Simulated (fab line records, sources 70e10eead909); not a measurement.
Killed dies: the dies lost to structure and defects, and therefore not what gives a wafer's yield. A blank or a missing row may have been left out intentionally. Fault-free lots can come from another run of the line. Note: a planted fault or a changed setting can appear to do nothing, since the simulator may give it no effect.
Chamber matching | flow nand_harc | NHARC_A_CONTACT_DESCUM_13 on rie_diel-08: 4 sister chambers
The step chemistry O2, time 3 s. 20 wafers are shown with their chamber, then 10 later ones without.

## WAFERS, EACH WITH ITS CHAMBER
wafer  | chamber | drypump_motor_current_A (A) | showerhead_plenum_p_Torr (Torr) | rf_vpp_V (V)
L074.3 | 3       | 5.1                         | 1.83                            | 56.6
L074.4 | 1       | 5.4                         | 1.96                            | 58.3
L074.5 | 1       | 5.4                         | 1.96                            | 59.0
L078.2 | 2       | 4.8                         | 2.00                            | 57.1
L078.5 | 0       | 5.7                         | 2.06                            | 57.1
L078.6 | 1       | 5.4                         | 1.96                            | 57.1
L079.1 | 3       | 5.1                         | 1.83                            | 56.7
L079.2 | 1       | 5.4                         | 1.95                            | 58.4
L079.6 | 0       | 5.8                         | 2.06                            | 58.5
L080.1 | 2       | 4.8                         | 2.00                            | 58.3
L080.4 | 0       | 5.7                         | 2.06                            | 57.5
L080.5 | 2       | 4.8                         | 2.00                            | 58.6
L081.2 | 0       | 5.7                         | 2.06                            | 58.1
L081.3 | 1       | 5.3                         | 1.95                            | 57.3
L081.4 | 2       | 4.8                         | 2.00                            | 58.6
L088.1 | 3       | 5.1                         | 1.82                            | 56.6
L088.3 | 0       | 5.7                         | 2.05                            | 58.7
L088.6 | 3       | 5.1                         | 1.82                            | 56.4
L095.1 | 1       | 5.4                         | 1.94                            | 56.7
L095.4 | 2       | 4.8                         | 1.99                            | 58.9

SIGNATURES (means of the wafers above)
reading                  | chamber 0 | chamber 1 | chamber 2 | chamber 3 | scatter within a chamber
drypump_motor_current_A  | 5.720     | 5.383     | 4.800     | 5.100     | 0.032
showerhead_plenum_p_Torr | 2.0580    | 1.9533    | 1.9980    | 1.8250    | 0.00609
rf_vpp_V                 | 57.980    | 57.800    | 58.300    | 56.575    | 0.7
Rule: distance of a wafer from a chamber = root of the sum over the readings of ((wafer's reading minus chamber's mean) / reading's scatter) squared. If the next closest chamber is less than 2 further off than the closest, the wafer can't be placed; otherwise it belongs to the closest. The scatter is the square root of a quotient: the sum, over the shown wafers, of each reading's squared deviation from its chamber's mean, divided by wafers minus chambers.

## WAFERS WITHOUT THEIR CHAMBER
wafer  | drypump_motor_current_A (A) | showerhead_plenum_p_Torr (Torr) | rf_vpp_V (V)
L095.5 | 4.8                         | 1.99                            | 56.9
L094.1 | 5.4                         | 1.95                            | 56.6
L094.2 | 5.1                         | 1.82                            | 57.6
L094.3 | 5.7                         | 2.05                            | 59.0
L093.3 | 5.4                         | 1.94                            | 57.1
L093.4 | 4.9                         | 1.99                            | 58.4
L093.6 | 5.7                         | 2.05                            | 59.0
L086.1 | 5.7                         | 2.05                            | 57.8
L086.2 | 4.9                         | 1.99                            | 57.7
L086.6 | 5.4                         | 1.94                            | 56.9

## WHICH CHAMBER EACH WENT THROUGH
wafer  | from the rows above | in truth
L095.5 | 2                   | 2
L094.1 | 1                   | 1
L094.2 | 3                   | 3
L094.3 | 0                   | 0
L093.3 | 1                   | 1
L093.4 | 2                   | 2
L093.6 | 0                   | 0
L086.1 | 0                   | 0
L086.2 | 2                   | 2
L086.6 | 1                   | 1
10 of 10 placed correctly. Left unplaced by these rows: 0. Wrongly placed: 0.
